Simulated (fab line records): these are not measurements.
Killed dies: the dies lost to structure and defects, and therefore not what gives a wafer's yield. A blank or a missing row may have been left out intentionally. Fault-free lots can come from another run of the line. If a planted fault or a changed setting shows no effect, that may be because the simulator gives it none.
Chamber matching | flow n5 finfet | N5_FIN_SAQP_HM_DEP_72 on pecvd-02: 3 sister chambers
The step deposits SiO2 from SiH4/N2O, target thk 12 nm, time 7.2 s. 16 wafers are shown with their chamber, then 8 later ones without.

## EACH WAFER AND ITS CHAMBER
wafer  | chamber | showerhead plenum p Torr (Torr) | heater power w (W)
L080.1 | 2       | 8.51                            | 754
L080.3 | 1       | 8.23                            | 778
L080.4 | 0       | 8.25                            | 760
L084.3 | 1       | 8.23                            | 736
L084.4 | 1       | 8.24                            | 735
L084.5 | 0       | 8.22                            | 761
L085.1 | 1       | 8.24                            | 832
L085.4 | 0       | 8.24                            | 768
L085.5 | 1       | 8.23                            | 839
L087.3 | 1       | 8.24                            | 772
L087.4 | 2       | 8.52                            | 694
L087.6 | 0       | 8.25                            | 820
L088.2 | 1       | 8.22                            | 771
L088.3 | 0       | 8.23                            | 846
L088.5 | 1       | 8.23                            | 771
L089.1 | 2       | 8.53                            | 795

SIGNATURES, as means of the wafers listed above
reading                  | chamber 0 | chamber 1 | chamber 2 | scatter within a chamber
showerhead plenum p Torr | 8.2380    | 8.2325    | 8.5200    | 0.00973
heater power w           | 791.00    | 779.25    | 747.67    | 40.9
Rule: a wafer lies at a distance from a chamber equal to the root of the sum of squares, over the readings, of (its reading less the chamber's mean, divided by the reading's scatter). The wafer belongs to the nearest chamber; if the next one is less than 2 further off, it can't be placed. The scatter is the square root of a quotient: the sum, over the shown wafers, of each reading's squared deviation from its chamber's mean, divided by wafers minus chambers.

## WAFERS WHOSE CHAMBER IS MISSING
wafer  | showerhead plenum p Torr (Torr) | heater power w (W)
L089.2 | 8.23                            | 719
L089.4 | 8.23                            | 724
L090.3 | 8.21                            | 794
L090.4 | 8.51                            | 719
L090.6 | 8.22                            | 724
L092.2 | 8.52                            | 818
L092.4 | 8.23                            | 837
L092.6 | 8.23                            | 851

## WHICH CHAMBER EACH WENT THROUGH
wafer  | from the rows above     | in truth
L089.2 | can't be placed: 1 or 0 | 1
L089.4 | can't be placed: 1 or 0 | 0
L090.3 | can't be placed: 1 or 0 | 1
L090.4 | 2                       | 2
L090.6 | can't be placed: 1 or 0 | 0
L092.2 | 2                       | 2
L092.4 | can't be placed: 0 or 1 | 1
L092.6 | can't be placed: 0 or 1 | 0
Placed correctly: 2 of 8. From these rows, 6 cannot be placed; in 6 the true chamber is one of the candidates. Placed wrongly: 0.
